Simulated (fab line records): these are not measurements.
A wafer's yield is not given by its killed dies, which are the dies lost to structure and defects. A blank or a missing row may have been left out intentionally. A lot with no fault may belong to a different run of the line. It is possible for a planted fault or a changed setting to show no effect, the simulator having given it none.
Struck lot and sound lot, side by side ; flow n5_finfet ; 14 steps out of a route of 1938
Sound: wafers L853.1, L853.2, L853.5. Wafers struck: L852.2, L852.5, L852.6. At the end, the cause is stated.
Each step with rows lists, per side, the tool, then ch with its chambers, then its first start. Under that, the readings that differ: sound wafers ; struck wafers ; difference of the means ; sigmas: that difference in standard deviations of wafers without a fault.
alike: a reading whose means differ by less than 2 such deviations, as well as words and numbers matching on both sides. not compared: withheld readings; readings where some wafer has no value; bounds like >300 that might hide an equal value; numbers whose values overlap and for which the record gives no deviation.
Wherever a step has rows on one side only, a row that says differs or no value, or a row with sigmas, the two part there. Numbers that don't overlap but have no deviation are shown without sigmas and don't part them. A reading that every wafer of one side lacks parts them only if that side has two wafers or more.

first, 2 steps without rows for these wafers: N5_PASSIVATION_DEVELOP_29 (develop time 60 s); N5_PASSIVATION_HARDBAKE_31 (time 120 s).
N5_PASSIVATION_CD_MEAS_30: target cd 4000 nm.
  sound on cd_sem-02 ch 0, day 16 05:04; struck on cd_sem-02 ch 0, day 15 13:10
  alike: cd_nm
N5_PASSIVATION_OVL_MEAS_63:
  sound on overlay-02 ch 0, day 16 05:06; struck on overlay-02 ch 0, day 15 13:11
reading;sound;struck;difference;sigmas
PAD_OVL (nm);-3 -9 0;9 8 7;+12;+2
N5_PASSIVATION_INSPECT_64: inspects for defects (macro).
  struck on defect_inspect-02, day 15 13:13; sound on defect_inspect-01, day 16 05:07
  alike: raw_defect_count
N5_PASSIVATION_DESCUM_32: chemistry O2, time 7.9 s.
  sound on rie_diel-01 ch 0,2,3, day 16 05:10; struck on rie_diel-06 ch 1,2,3, day 15 13:33
  alike: drypump_motor_current_A, oes_product_au, rf_vpp_V, showerhead_plenum_p_Torr, throttle_valve_pct
  not compared: rf_hours_counter_h
N5_PASSIVATION_AL_ETCH_33: etches Al in Cl2/BCl3, stops on TaN, target depth 2800 nm, time 466.7 s.
  sound on rie_metal-02 ch 0,1, day 16 05:15; struck on rie_metal-01 ch 1, day 15 13:46
  alike: drypump_motor_current_A, oes_product_au, throttle_valve_pct
  not compared: rf_hours_counter_h
N5_PASSIVATION_ETCH_59: etches TaN in Cl2/BCl3, target depth 65 nm, time 34.9 s.
  sound on rie_metal-02 ch 0,1, day 16 05:39; struck on rie_metal-01 ch 1, day 15 14:28
  alike: drypump_motor_current_A, oes_product_au, throttle_valve_pct
  not compared: rf_hours_counter_h
N5_PASSIVATION_STRIP_34: strips in O2.
  sound on rie_diel-01 ch 0,2,3, day 16 05:46; struck on rie_diel-02 ch 0,2,3, day 15 14:40
  alike: drypump_motor_current_A, oes_product_au, rf_vpp_V, showerhead_plenum_p_Torr, throttle_valve_pct
  not compared: rf_hours_counter_h
then, 3 steps without rows for these wafers: N5_PASSIVATION_STRIP_51 (strips in post etch residue remover, time 1200 s); N5_PASSIVATION_CLEAN_69 (cleans in IPA, time 180 s); N5_PASSIVATION_SRD_70 (time 30 s).
N5_PASSIVATION_PECVD_53: deposits SiO2 from TEOS/O2, target thk 800 nm, time 169.4 s.
  sound on pecvd-01 ch 0,1, day 16 06:16; struck on pecvd-02 ch 0,1,2, day 15 15:12
reading;sound;struck;difference;sigmas
run_length_s (s);197.4 196.5 197.4;202.5 202.7 202.2;+5.4;+12
model.SiO2_of_PASSIVATION_PECVD_53.thk_nm (nm);792.6 785 799.4;807.4 827.8 829.2;+29.1;
N5_PASSIVATION_PECVD_35: deposits SiNx from SiH4/NH3/N2, target thk 700 nm, time 151.3 s.
  sound on pecvd-01 ch 0,1, day 16 06:23; struck on pecvd-02 ch 0,1,2, day 15 15:19
  alike: heater_power_w, run_length_s, showerhead_plenum_p_Torr, throttle_valve_pct

## WHERE THEY PART
Earliest at N5_PASSIVATION_OVL_MEAS_63; latest, in this record, at N5_PASSIVATION_PECVD_53. Later steps at which nothing parts them and some readings are alike: N5_PASSIVATION_PECVD_35.

WHY: whatever the simulator had introduced
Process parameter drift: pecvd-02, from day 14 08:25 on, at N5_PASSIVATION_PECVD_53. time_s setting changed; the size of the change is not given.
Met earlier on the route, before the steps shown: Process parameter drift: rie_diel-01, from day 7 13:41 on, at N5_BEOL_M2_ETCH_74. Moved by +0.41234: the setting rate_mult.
